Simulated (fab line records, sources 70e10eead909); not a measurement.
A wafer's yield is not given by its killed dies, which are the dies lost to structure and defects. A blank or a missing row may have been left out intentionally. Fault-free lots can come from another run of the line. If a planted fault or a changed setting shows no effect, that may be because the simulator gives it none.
Which tool did it? -- flow nandHarc -- 39 wafers from 13 lots sampled at 4 of the route's 1302 steps

== WHAT THE GAUGES SHOWED, per wafer ==
NHARC_A_DECK1_JOINT_THK_MEAS_17: measures by ellipsometry.
lot,measured,on,thkNm (nm)
L405,day 12 19:22,filmMetro-01,44.9 42.3 46.8
L406,day 13 06:56,filmMetro-02,43.8 44.5 44.5
L407,day 13 06:56,filmMetro-01,47.2 45.6 43.7
L408,day 13 19:04,filmMetro-01,46.7 45.0 42.1
L409,day 14 06:59,filmMetro-02,45.8 43.4 46.6
L410,day 14 23:34,filmMetro-01,43.8 45.7 44.5
L412,day 15 19:28,filmMetro-01,43.2 43.9 43.5
L416,day 17 11:26,filmMetro-02,44.4 44.6 45.6
L419,day 19 06:34,filmMetro-02,58.7 57.6 56.7
L422,day 19 10:19,filmMetro-02,58.8 57.5 56.5
L424,day 20 18:21,filmMetro-01,43.9 45.1 46.3
L427,day 21 13:49,filmMetro-01,46.1 44.5 45.6
L428,day 22 00:10,filmMetro-02,44.0 46.2 45.0

NHARC_A_DECK1_JOINT_INSPECT_05.
lot,measured,on,rawDefectCount
L405,day 12 19:24,defectInspect-02,330 275 517
L406,day 13 06:58,defectInspect-02,182 164 339
L407,day 13 06:58,defectInspect-01,272 376 235
L408,day 13 19:06,defectInspect-01,221 339 434
L409,day 14 07:01,defectInspect-01,289 258 330
L410,day 14 23:36,defectInspect-01,420 241 355
L412,day 15 19:30,defectInspect-02,239 241 525
L416,day 17 11:29,defectInspect-01,308 474 328
L419,day 19 06:36,defectInspect-02,343 364 231
L422,day 19 10:21,defectInspect-01,661 594 486
L424,day 20 18:23,defectInspect-02,215 204 318
L427,day 21 13:51,defectInspect-01,338 310 437
L428,day 22 00:12,defectInspect-02,616 355 494

== WHAT TOOL EACH LOT RAN ON (gives the tool, then ch and the chambers of the sampled wafers, and finally the start) ==
lot,NHARC_A_CHANNEL_FILL_D1_ALD_15,NHARC_A_DECK1_JOINT_DEP_16
L405,"aldSinBatch-03 ch 0, day 12 19:05 or earlier","pecvd-01 ch 0,1, day 12 19:05"
L406,"aldSinBatch-03 ch 0, day 13 06:38 or earlier","pecvd-01 ch 0,1, day 13 06:38"
L407,"aldSinBatch-01 ch 0, day 13 06:44 or earlier","pecvd-02 ch 0,1,2, day 13 06:44"
L408,"aldSinBatch-02 ch 0, day 13 18:47 or earlier","pecvd-02 ch 0,1,2, day 13 18:47"
L409,"aldSinBatch-03 ch 0, day 14 06:44 or earlier","pecvd-02 ch 0,2, day 14 06:44"
L410,"aldSinBatch-02 ch 0, day 14 23:19 or earlier","pecvd-01 ch 0,2, day 14 23:19"
L412,"aldSinBatch-03 ch 0, day 15 19:13 or earlier","pecvd-01 ch 0,1, day 15 19:13"
L416,"aldSinBatch-01 ch 0, day 17 11:11 or earlier","pecvd-02 ch 0,2, day 17 11:11"
L419,"aldSinBatch-03 ch 0, day 19 06:22 or earlier","pecvd-01 ch 0,1,2, day 19 06:22"
L422,"aldSinBatch-01 ch 0, day 19 10:02 or earlier","pecvd-01 ch 0,1,2, day 19 10:02"
L424,"aldSinBatch-01 ch 0, day 20 18:04 or earlier","pecvd-03 ch 0,2, day 20 18:04"
L427,"aldSinBatch-01 ch 0, day 18 10:44","pecvd-02 ch 0,2, day 21 13:30"
L428,"aldSinBatch-02 ch 0, day 21 23:55 or earlier","pecvd-03 ch 0,1, day 21 23:55"
- NHARC_A_CHANNEL_FILL_D1_ALD_15: deposits SiNx, target thk 2 nm, pulse time 60 s, ald cycles 19.
- NHARC_A_DECK1_JOINT_DEP_16: deposits SiO2, target thk 45 nm.

== AS READ BY THE TOOLS THEMSELVES (means over the sampled wafers that have a number; for cases with no such wafer, the mark the record gives instead) ==
NHARC_A_CHANNEL_FILL_D1_ALD_15.
lot,tool,precursorPulseHeightRel
L405,aldSinBatch-03,1.003
L406,aldSinBatch-03,1.002
L407,aldSinBatch-01,0.997
L408,aldSinBatch-02,0.985
L409,aldSinBatch-03,0.998
L410,aldSinBatch-02,0.989
L412,aldSinBatch-03,1.003
L416,aldSinBatch-01,1.004
L419,aldSinBatch-03,0.992
L422,aldSinBatch-01,1.017
L424,aldSinBatch-01,0.970
L427,aldSinBatch-01,1.000
L428,aldSinBatch-02,0.999

NHARC_A_DECK1_JOINT_DEP_16.
lot,tool,heaterPowerW (W),throttleValvePct (%)
L405,pecvd-01,634,16.3
L406,pecvd-01,625,15.3
L407,pecvd-02,556,16.3
L408,pecvd-02,534,16.5
L409,pecvd-02,502,16.1
L410,pecvd-01,515,14.9
L412,pecvd-01,588,15.5
L416,pecvd-02,554,16.8
L419,pecvd-01,569,15.5
L422,pecvd-01,578,15.7
L424,pecvd-03,449,15.7
L427,pecvd-02,530,16.7
L428,pecvd-03,642,15.7

== THE ANSWER, worked out from the rows above alone ==
Rule: the usual values come from the lots themselves. The widest of any qualifying gaps counts: lots, ordered by their means at a reading, are off when they make up no more than a third of the lots, leave a main group of 4 or more, and stand apart from it by 3 or more times the standard deviation of that group's means. A main group is skipped when, at the precision printed for the reading in the tables above, its means are all equal. A lot without any number at a reading at which 4 lots or more have one is off too. The other lots that the step has rows for count as sound. First the gauges in route order, then the tools' own readings, where a lot's mean is used as printed above. At the first step where some lot is off, the reading lying furthest off is the one used; lots without a number count as furthest.
Off: L419, L422 (NHARC_A_DECK1_JOINT_THK_MEAS_17, thkNm). The main group has a mean of 44.8 nm with a standard deviation of 0.54.
If a tool, at a process step before that reading, ran all the lots that are off and no sound lot after the first of them, it fits. Gauges at NHARC_A_DECK1_JOINT_THK_MEAS_17: tried the same way as those tools. Because NHARC_A_CHANNEL_FILL_D1_ALD_15 lacks a start for some lots, the hours and order of its lots are taken from NHARC_A_DECK1_JOINT_DEP_16. One fits: NHARC_A_DECK1_JOINT_DEP_16 on pecvd-01. Its last sound lot is L412 (day 15 19:13), its first lot that is off L419 (day 19 06:22): a fault that began between those two fits.

== WHAT THE SIMULATOR PUT IN ==
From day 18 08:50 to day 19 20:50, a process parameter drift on pecvd-01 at NHARC_A_DECK1_JOINT_DEP_16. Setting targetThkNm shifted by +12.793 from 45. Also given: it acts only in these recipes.
Shown lots that were struck: L419, L422. The rule given above showed the same thing.
